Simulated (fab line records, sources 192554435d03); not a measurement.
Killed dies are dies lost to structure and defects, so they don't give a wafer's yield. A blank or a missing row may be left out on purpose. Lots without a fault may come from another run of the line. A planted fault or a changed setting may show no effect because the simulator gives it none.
Chamber matching | flow n5_finfet | N5_BEOL_M5_ETCH_67 on rie_diel-03: 3 sister chambers
The step etches SiARC in CF4, target depth 15.6 nm, time 26 s. 3 wafers are shown with their chamber, then 6 later ones without.

WAFERS WITH THEIR CHAMBER
wafer  | chamber | drypump_motor_current_A (A)
L091.4 | 0       | 5.2
L091.6 | 2       | 6.0
L092.3 | 3       | 6.5

WAFERS WITHOUT THEIR CHAMBER
wafer  | drypump_motor_current_A (A)
L092.5 | 6.5
L093.1 | 5.3
L093.3 | 6.5
L093.6 | 5.2
L097.2 | 6.4
L097.6 | 6.0

WHICH CHAMBER EACH WENT THROUGH
wafer  | from the rows above | in truth
L092.5 | 3                   | 3
L093.1 | 0                   | 0
L093.3 | 3                   | 3
L093.6 | 0                   | 0
L097.2 | 3                   | 3
L097.6 | 2                   | 2
Placed correctly: 6 of 6. Can't be placed from these rows: 0. Placed wrongly: 0.
How it was worked out, from the rows above alone: a wafer's distance from a chamber is the root of the sum, over the readings, of the square of ((its reading less the chamber's mean) divided by the reading's scatter). The wafer belongs to the nearest chamber; if the next one is less than 2 further off, it can't be placed. A chamber's mean is the mean of its shown wafers. The scatter: with one shown wafer a chamber, the root of the mean of the squares of how far each hidden wafer lies from its nearest shown one.
